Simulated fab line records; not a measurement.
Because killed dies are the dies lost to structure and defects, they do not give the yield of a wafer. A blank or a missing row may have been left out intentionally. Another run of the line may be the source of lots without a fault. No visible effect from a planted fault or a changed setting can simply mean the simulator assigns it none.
Chamber matching :: flow n5Finfet :: N5_BEOL_M0_SAQP_CUT_ETCH_46 on rieDiel-06 has 4 sister chambers
The step etches SOC in N2/H2, target depth 135 nm, overetch 27 nm, time 202.5 s. 24 wafers are shown with their chamber, then 12 later ones without.

== WAFERS WITH THEIR CHAMBER ==
wafer: L076.1
chamber: 2
showerheadPlenumPTorr (Torr): 2.48
drypumpMotorCurrentA (A): 5.6
throttleValvePct (%): 18.22

wafer: L076.4
chamber: 0
showerheadPlenumPTorr (Torr): 2.44
drypumpMotorCurrentA (A): 6.5
throttleValvePct (%): 17.53

wafer: L076.6
chamber: 0
showerheadPlenumPTorr (Torr): 2.44
drypumpMotorCurrentA (A): 6.5
throttleValvePct (%): 17.54

wafer: L078.3
chamber: 2
showerheadPlenumPTorr (Torr): 2.48
drypumpMotorCurrentA (A): 5.6
throttleValvePct (%): 18.22

wafer: L078.4
chamber: 0
showerheadPlenumPTorr (Torr): 2.44
drypumpMotorCurrentA (A): 6.5
throttleValvePct (%): 17.54

wafer: L078.6
chamber: 2
showerheadPlenumPTorr (Torr): 2.48
drypumpMotorCurrentA (A): 5.6
throttleValvePct (%): 18.20

wafer: L081.1
chamber: 0
showerheadPlenumPTorr (Torr): 2.44
drypumpMotorCurrentA (A): 6.5
throttleValvePct (%): 17.54

wafer: L081.2
chamber: 2
showerheadPlenumPTorr (Torr): 2.48
drypumpMotorCurrentA (A): 5.7
throttleValvePct (%): 18.21

wafer: L081.3
chamber: 3
showerheadPlenumPTorr (Torr): 2.35
drypumpMotorCurrentA (A): 5.9
throttleValvePct (%): 17.59

wafer: L081.4
chamber: 0
showerheadPlenumPTorr (Torr): 2.44
drypumpMotorCurrentA (A): 6.5
throttleValvePct (%): 17.54

wafer: L081.5
chamber: 3
showerheadPlenumPTorr (Torr): 2.35
drypumpMotorCurrentA (A): 5.9
throttleValvePct (%): 17.59

wafer: L081.6
chamber: 2
showerheadPlenumPTorr (Torr): 2.48
drypumpMotorCurrentA (A): 5.6
throttleValvePct (%): 18.20

wafer: L082.1
chamber: 0
showerheadPlenumPTorr (Torr): 2.44
drypumpMotorCurrentA (A): 6.5
throttleValvePct (%): 17.53

wafer: L082.2
chamber: 1
showerheadPlenumPTorr (Torr): 2.71
drypumpMotorCurrentA (A): 6.5
throttleValvePct (%): 17.77

wafer: L082.3
chamber: 2
showerheadPlenumPTorr (Torr): 2.48
drypumpMotorCurrentA (A): 5.6
throttleValvePct (%): 18.22

wafer: L082.4
chamber: 3
showerheadPlenumPTorr (Torr): 2.35
drypumpMotorCurrentA (A): 5.9
throttleValvePct (%): 17.57

wafer: L082.5
chamber: 1
showerheadPlenumPTorr (Torr): 2.71
drypumpMotorCurrentA (A): 6.5
throttleValvePct (%): 17.78

wafer: L082.6
chamber: 2
showerheadPlenumPTorr (Torr): 2.48
drypumpMotorCurrentA (A): 5.6
throttleValvePct (%): 18.22

wafer: L087.4
chamber: 2
showerheadPlenumPTorr (Torr): 2.48
drypumpMotorCurrentA (A): 5.7
throttleValvePct (%): 18.25

wafer: L087.5
chamber: 1
showerheadPlenumPTorr (Torr): 2.71
drypumpMotorCurrentA (A): 6.5
throttleValvePct (%): 17.79

wafer: L087.6
chamber: 0
showerheadPlenumPTorr (Torr): 2.43
drypumpMotorCurrentA (A): 6.5
throttleValvePct (%): 17.57

wafer: L088.1
chamber: 3
showerheadPlenumPTorr (Torr): 2.35
drypumpMotorCurrentA (A): 5.9
throttleValvePct (%): 17.61

wafer: L088.2
chamber: 1
showerheadPlenumPTorr (Torr): 2.71
drypumpMotorCurrentA (A): 6.5
throttleValvePct (%): 17.80

wafer: L088.3
chamber: 0
showerheadPlenumPTorr (Torr): 2.43
drypumpMotorCurrentA (A): 6.5
throttleValvePct (%): 17.55

SIGNATURES (averages over the wafers above)
reading: showerheadPlenumPTorr
chamber 0: 2.4375
chamber 1: 2.7100
chamber 2: 2.4800
chamber 3: 2.3500
scatter within a chamber: 0.00274

reading: drypumpMotorCurrentA
chamber 0: 6.500
chamber 1: 6.500
chamber 2: 5.625
chamber 3: 5.900
scatter within a chamber: 0.0274

reading: throttleValvePct
chamber 0: 17.5425
chamber 1: 17.7850
chamber 2: 18.2175
chamber 3: 17.5900
scatter within a chamber: 0.0145
Rule: distance of a wafer from a chamber = root of the sum over the readings of ((wafer's reading minus chamber's mean) / reading's scatter) squared. The wafer belongs to the nearest chamber; if the next one is less than 2 further off, it can't be placed. How the scatter is found: for the shown wafers, subtract from each reading the mean of its chamber, square and add these, divide the total by (wafers less chambers), then take the root.

== WAFERS MISSING THEIR CHAMBER ==
wafer: L091.3
showerheadPlenumPTorr (Torr): 2.71
drypumpMotorCurrentA (A): 6.5
throttleValvePct (%): 17.81

wafer: L091.4
showerheadPlenumPTorr (Torr): 2.43
drypumpMotorCurrentA (A): 6.5
throttleValvePct (%): 17.57

wafer: L091.6
showerheadPlenumPTorr (Torr): 2.35
drypumpMotorCurrentA (A): 5.9
throttleValvePct (%): 17.60

wafer: L093.1
showerheadPlenumPTorr (Torr): 2.34
drypumpMotorCurrentA (A): 5.9
throttleValvePct (%): 17.61

wafer: L093.4
showerheadPlenumPTorr (Torr): 2.70
drypumpMotorCurrentA (A): 6.5
throttleValvePct (%): 17.83

wafer: L093.6
showerheadPlenumPTorr (Torr): 2.70
drypumpMotorCurrentA (A): 6.5
throttleValvePct (%): 17.81

wafer: L095.3
showerheadPlenumPTorr (Torr): 2.43
drypumpMotorCurrentA (A): 6.5
throttleValvePct (%): 17.58

wafer: L095.5
showerheadPlenumPTorr (Torr): 2.43
drypumpMotorCurrentA (A): 6.6
throttleValvePct (%): 17.60

wafer: L095.6
showerheadPlenumPTorr (Torr): 2.70
drypumpMotorCurrentA (A): 6.5
throttleValvePct (%): 17.82

wafer: L097.2
showerheadPlenumPTorr (Torr): 2.43
drypumpMotorCurrentA (A): 6.5
throttleValvePct (%): 17.59

wafer: L097.4
showerheadPlenumPTorr (Torr): 2.47
drypumpMotorCurrentA (A): 5.6
throttleValvePct (%): 17.84

wafer: L097.5
showerheadPlenumPTorr (Torr): 2.43
drypumpMotorCurrentA (A): 6.6
throttleValvePct (%): 17.58

== EACH ONE'S CHAMBER ==
wafer: L091.3
from the rows above: 1
in truth: 1

wafer: L091.4
from the rows above: 0
in truth: 0

wafer: L091.6
from the rows above: 3
in truth: 3

wafer: L093.1
from the rows above: 3
in truth: 3

wafer: L093.4
from the rows above: 1
in truth: 1

wafer: L093.6
from the rows above: 1
in truth: 1

wafer: L095.3
from the rows above: 0
in truth: 0

wafer: L095.5
from the rows above: 0
in truth: 0

wafer: L095.6
from the rows above: 1
in truth: 1

wafer: L097.2
from the rows above: 0
in truth: 0

wafer: L097.4
from the rows above: 2
in truth: 2

wafer: L097.5
from the rows above: 0
in truth: 0
Correct placement for 12 of the 12. Number that these rows cannot place: 0. Placed wrongly: 0.
